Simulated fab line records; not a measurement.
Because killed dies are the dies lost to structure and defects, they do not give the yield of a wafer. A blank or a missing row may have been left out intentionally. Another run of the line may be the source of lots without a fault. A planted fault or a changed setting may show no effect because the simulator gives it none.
The same fault as seen by 2 desks / flow nandHarc / only its own numbers are on each desk; what lay behind them is given at the end

THE METROLOGY DESK
What the gauges read for every lot (on any tool): the sampled wafers with a number, averaged. If a lot's mean is further than 4 standard deviations from the usual mean, the lot is out of limits and carries the mark OUT (the distance appears in the brackets).
Columns: A = cdNm at NHARC_THIN_TSV_CD_MEAS_33, usual 4999.2 nm; B = cdNm at NHARC_THIN_TSV_CD_MEAS_37, usual 4999.6 nm
lot=L262; first seen here=day 24 16:25; A=4998.7; B=4997.3
lot=L261; first seen here=day 24 16:43; A=4997.9; B=4999.4
lot=L263; first seen here=day 25 13:46; A=4999.9; B=4997.1
lot=L260; first seen here=day 27 03:02; A=4999.4; B=4999.0
lot=L272; first seen here=day 29 23:52; A=4999.4; B=4998.0
lot=L275; first seen here=day 30 00:59; A=4999.8; B=4999.3
lot=L273; first seen here=day 30 11:10; A=4999.5; B=4998.2
lot=L277; first seen here=day 30 12:31; A=4998.2; B=4999.7
lot=L276; first seen here=day 30 17:16; A=4999.6; B=4999.2
lot=L278; first seen here=day 31 14:17; A=4999.6; B=5001.0
lot=L281; first seen here=day 32 23:44; A=4998.5; B=4997.1
lot=L279; first seen here=day 33 04:52; A=4997.5; B=4997.1
lot=L282; first seen here=day 33 09:29; A=5001.5; B=5002.0
This desk's finding: nothing out of limits on any of the 13 lots.

THE TOOL OWNER'S DESK: rieDiel-13
The tool's own readings at NHARC_A_CONTACT_ETCH_77 (etches the open film in CF4/CHF3, target depth 108.9 nm, time 54.5 s): means of the sampled wafers that have a number, for each lot that ran on this tool. If a lot's mean is further than 4 standard deviations from the usual mean, the lot is out of limits and carries the mark OUT (the distance appears in the brackets).
Columns: A = drypumpMotorCurrentA at NHARC_A_CONTACT_ETCH_77, usual 5.5 A; B = mfcArSccm at NHARC_A_CONTACT_ETCH_77, usual 0.009 sccm; C = oesProductAu at NHARC_A_CONTACT_ETCH_77, usual 0.938 a.u.; D = rfVppV at NHARC_A_CONTACT_ETCH_77, usual 369.8 V; E = showerheadPlenumPTorr at NHARC_A_CONTACT_ETCH_77, usual 1.55 Torr; F = throttleValvePct at NHARC_A_CONTACT_ETCH_77, usual 16.803 %
lot=L261; first seen here=day 22 13:47; A=5.4; B=0.006; C=0.915; D=370.6; E=1.58; F=16.796
lot=L263; first seen here=day 23 08:47; A=5.2; B=0.005; C=0.968; D=369.1; E=1.53; F=16.796
lot=L260; first seen here=day 25 00:18; A=5.5; B=0.006; C=0.912; D=370.8; E=1.57; F=16.799
lot=L272; first seen here=day 27 17:56; A=5.1; B=0.011; C=0.982; D=367.8; E=1.49; F=16.806
lot=L275; first seen here=day 28 00:25; A=5.2; B=0.011; C=0.928; D=369.4; E=1.55; F=16.798
lot=L276; first seen here=day 28 15:23; A=5.3; B=0.000; C=0.978; D=370.8; E=1.56; F=16.798
lot=L278; first seen here=day 29 13:56; A=5.5; B=0.006; C=0.922; D=369.9; E=1.57; F=16.799
lot=L281; first seen here=day 31 00:25; A=5.3; B=0.011; C=0.924; D=370.0; E=1.55; F=16.810
lot=L282; first seen here=day 31 08:14; A=5.5; B=0.011; C=0.928; D=371.1; E=1.60; F=16.797
This desk's finding: nothing out of limits on any of the 9 lots.

TAKEN TOGETHER
Metrology desk: nothing out of limits seen.
The tool owner's desk saw nothing out of limits.

WHAT HAD BEEN PUT IN BY THE SIMULATOR
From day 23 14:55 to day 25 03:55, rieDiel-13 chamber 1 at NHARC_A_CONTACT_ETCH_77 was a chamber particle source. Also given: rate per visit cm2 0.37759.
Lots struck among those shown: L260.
